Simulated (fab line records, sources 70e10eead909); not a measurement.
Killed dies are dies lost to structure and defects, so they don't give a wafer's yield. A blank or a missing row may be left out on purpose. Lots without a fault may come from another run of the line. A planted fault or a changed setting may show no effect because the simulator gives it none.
Problem report in the 8D (eight disciplines) form, filled by code | flow nand_harc | the parts of the form that need people (team, actions taken, sign-off) are left out

1. THE PROBLEM
thk_nm at NHARC_A_ONON_D2_THK_MEAS_11 reads a mean of 1537 nm on 1 wafer of 1 lot; wafers without a fault read 1003 nm with a standard deviation of 6.4. That is +83 standard deviations from the usual mean.
The step: measures by ellipsometry.
First seen on wafer L498.5, day 18 19:17, on film_metro-02. The record holds 39 wafers of 13 lots with a number at this step. Rule for "out", or "out of limits": more than 4 standard deviations from the usual mean. The other wafers with a number count as sound.

2. WHAT IT IS AND WHAT IT IS NOT
question                    | is                | is not
which readings at this step | thk_nm            | -
which lots                  | L498              | L486, L488, L490, L492, L493, L494, L495, L499, L500, L506, L507, L508
which wafers of those lots  | L498.5            | L498.2, L498.6
read on which gauges        | film_metro-02     | film_metro-01
when                        | from day 18 19:17 | up to then (26 sound wafers); but 12 sound wafers of L500, L506, L507, L508 came after

3. SUSPECTS, AND WHAT RULES EACH OUT
Counting: a tool at a process step up to the reading stays a suspect if it ran every lot that is out. Sound lots after the first of them don't rule it out here, since some wafers of a struck lot are sound.
- the gauge at NHARC_A_ONON_D2_THK_MEAS_11: ruled out. All the wafers that are out were read on film_metro-02, but those of them that NHARC_END_SORT_01 has rows for are out there too, on other tools.
- rie_diel-05 at NHARC_A_CHANNEL_FILL_D1_STRIP_28 (strips in O2, time 20 s): kept. It ran the lot that is out, L498 (day 16 01:58); its last sound lot up to then is L494 (day 13 11:22).
- pecvd_onon-04 at NHARC_A_ONON_D2_DEP_09 (target thk 1000 nm): kept. It ran the lot that is out, L498 (day 18 18:50); its last sound lot up to then is L494 (day 16 01:53).
- Within rie_diel-05 at NHARC_A_CHANNEL_FILL_D1_STRIP_28: the wafers that are out ran in chamber 1; their sound lot-mates ran in chambers 0, 3.
Left after counting: rie_diel-05 at NHARC_A_CHANNEL_FILL_D1_STRIP_28, pecvd_onon-04 at NHARC_A_ONON_D2_DEP_09.

4. THE CAUSE (what the simulator had put in)
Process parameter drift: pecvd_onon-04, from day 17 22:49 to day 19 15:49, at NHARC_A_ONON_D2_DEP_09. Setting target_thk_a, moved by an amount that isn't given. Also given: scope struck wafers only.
Counting left 2 suspects, and this tool is among them.

5. THE CHAIN OF EFFECTS, in route order
Each row: a reading whose mean over the struck wafers that have a number lies more than 3 standard deviations from the usual. Only readings for which the record gives a usual standard deviation are gone through. hours: the time from each lot's start at the first step in this table that gives one to its start at this step, as a median over the lots. sigmas: the change in usual standard deviations.
hours | step                        | reading         | usual   | on struck wafers | change | sigmas
0     | NHARC_A_ONON_D2_THK_MEAS_11 | thk_nm          | 1003 nm | 1537             | +534   | +83
277   | NHARC_END_SORT_01           | killed_at_array | 58      | 669              | +611   | +31
277   | NHARC_END_SORT_01           | killed_dies     | 63      | 677              | +614   | +32

6. WHAT WOULD HAVE CAUGHT IT SOONER
In this record the first reading out of limits at a measuring or inspecting step was taken at day 18 19:17, 20 hours after the fault began at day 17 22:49.
All the lots that are out (1) had begun NHARC_A_ONON_D2_DEP_09 on pecvd_onon-04 by day 18 19:17. A hold on the tool at that time would have spared none of them.
